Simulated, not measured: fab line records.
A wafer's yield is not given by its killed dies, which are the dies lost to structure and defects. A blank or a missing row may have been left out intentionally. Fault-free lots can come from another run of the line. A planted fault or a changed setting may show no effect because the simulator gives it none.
Split-lot study    flow n5-finfet    route with 1938 steps; 7 lots, 21 wafers read

## ON THE SPLIT
At N5_BEOL_M2_DESCUM_33 (chemistry O2, time 7 s), the setting time-s was moved away from the recipe's 7 s on 8 of the 21 wafers read, by -16.1% to +18.0%. All remaining wafers had this setting at the recipe value.

## FROM THE SPLIT TO THE READING: what the file shows between them, 3 steps
- N5_BEOL_M2_ETCH_77: etches underlayer in N2/H2, target depth 6.5 nm, time 5.2 s
- N5_BEOL_M2_ETCH_69: etches SiARC in CF4, target depth 15.6 nm, time 26 s
- N5_BEOL_M2_ALD_98: deposits SiO2, target thk 2.5 nm, pulse time 1 s, co reactant pulse time 1 s

## THE READING
CAR-EUV_of_BEOL_M2_COAT_22.thk-nm (the simulator's own value, which no gauge read), in nm, at N5_BEOL_M2_ETCHBACK_99 (etches SiO2 in CHF3, target depth 5 nm, time 10.4 s). No usual value for it is given in the file. Here, 13 wafers ran the recipe; their average is 10.3 nm with a standard deviation of 0.12 nm.

wafer   tool, chamber at the split  time-s as run, s  against the recipe  CAR-EUV_of_BEOL_M2_COAT_22.thk-nm, nm  against lot-mates on the recipe
L077.2  rie-diel-05, 2              7                 recipe              10.2                                   -
L077.5  rie-diel-05, 3              7                 recipe              10.2                                   -
L077.3  rie-diel-05, 1              7.524             +7.5%               10                                     -0.2
L078.2  rie-diel-01, 1,0            7.812             +11.6%              10                                     -0.2
L078.5  rie-diel-01, 1,0            7.812             +11.6%              10                                     -0.2
L078.3  rie-diel-01, 2              7                 recipe              10.2                                   -
L079.3  rie-diel-05, 1,2,0          7                 recipe              10.6                                   -
L079.4  rie-diel-05, 1,2,0          7                 recipe              10.4                                   -
L079.6  rie-diel-05, 1,2,0          7                 recipe              10.4                                   -
L080.2  rie-diel-05, 2,0            7                 recipe              10.4                                   -
L080.4  rie-diel-05, 2,0            7                 recipe              10.4                                   -
L080.3  rie-diel-05, 3              7                 recipe              10.2                                   -
L086.1  rie-diel-05, 2              7                 recipe              10.4                                   -
L086.3  rie-diel-05, 1              7                 recipe              10.4                                   -
L086.2  rie-diel-05, 0              8.258             +18.0%              9.8                                    -0.6
L090.3  rie-diel-03, 2,1,2          5.872             -16.1%              11                                     no lot-mate on the recipe
L090.5  rie-diel-03, 2,1,2          5.872             -16.1%              11                                     no lot-mate on the recipe
L090.6  rie-diel-03, 2,1,2          5.872             -16.1%              11                                     no lot-mate on the recipe
L091.1  rie-diel-01, 1              7                 recipe              10.2                                   -
L091.4  rie-diel-01, 0              7                 recipe              10.2                                   -
L091.6  rie-diel-01, 0              8.233             +17.6%              9.8                                    -0.4
When a row names more than one chamber, that row covers several wafers, and the file does not tell which wafer ran in which chamber.

THE FIT
A straight line over all 21 wafers: CAR-EUV_of_BEOL_M2_COAT_22.thk-nm changes by -0.0356 nm for each +1% of time-s; r = -0.95; the points scatter about the line by 0.12 nm.
The same after taking each lot's own level away (the mean of its wafers on the recipe; 18 wafers): -0.0253 nm for each +1%; r = -0.91; scatter 0.077 nm.
Per that fit: largest time-s move, reading shift of 0.45 nm.
Across the lots, their own levels run from 10.20 to 10.47 nm, a range of 2.1 times the standard deviation given above.
So the lot-to-lot level changes the slope: the two fits differ.
Check: with one of the wafers moved furthest among these (+18.0%) left out of the fit, the line predicts -0.373 nm for it against its lot-mates. It came out at -0.6 nm against them.

## FURTHER SPLITS ON THESE WAFERS
Note: prior to the reading, these wafers also went through further splits. Each is held against what the fit with the lots' levels taken away leaves over:
other split on the same wafers    wafers away from the commonest value  r with CAR-EUV_of_BEOL_M2_COAT_22.thk-nm (lot level and that fit taken away)
N5_BEOL_M0_SAQP_COAT_81 spin-rpm  8                                     -0.39
N5_BEOL_M0_ETCH_138 bias-w        7                                     +0.06
N5_BEOL_M0_ETCH_109 bias-w        3                                     +0.31
N5_BEOL_M2_DESCUM_16 time-s       7                                     +0.12

## THE WHOLE CHAIN: every reading that the file lists as answering this split, in the file's order
step                    what it does                                                 reading                                                                             change (the file's fit)                 r (the file's)
N5_BEOL_M2_DESCUM_33    chemistry O2, time 7 s                                       CAR-EUV_of_BEOL_M2_COAT_22.thk-nm (the simulator's own value, which no gauge read)  -0.0271 nm for each +1% of the setting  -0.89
N5_BEOL_M2_ETCH_77      etches underlayer in N2/H2, target depth 6.5 nm, time 5.2 s  CAR-EUV_of_BEOL_M2_COAT_22.thk-nm (the simulator's own value, which no gauge read)  -0.0312 nm for each +1% of the setting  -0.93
N5_BEOL_M2_ETCH_69      etches SiARC in CF4, target depth 15.6 nm, time 26 s         CAR-EUV_of_BEOL_M2_COAT_22.thk-nm (the simulator's own value, which no gauge read)  -0.0298 nm for each +1% of the setting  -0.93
N5_BEOL_M2_ETCHBACK_99  etches SiO2 in CHF3, target depth 5 nm, time 10.4 s          CAR-EUV_of_BEOL_M2_COAT_22.thk-nm (the simulator's own value, which no gauge read)  -0.0263 nm for each +1% of the setting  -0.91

## FILE'S OWN FIT
CAR-EUV_of_BEOL_M2_COAT_22.thk-nm changes by -0.0263 nm for each +1% of time-s, r = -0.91.
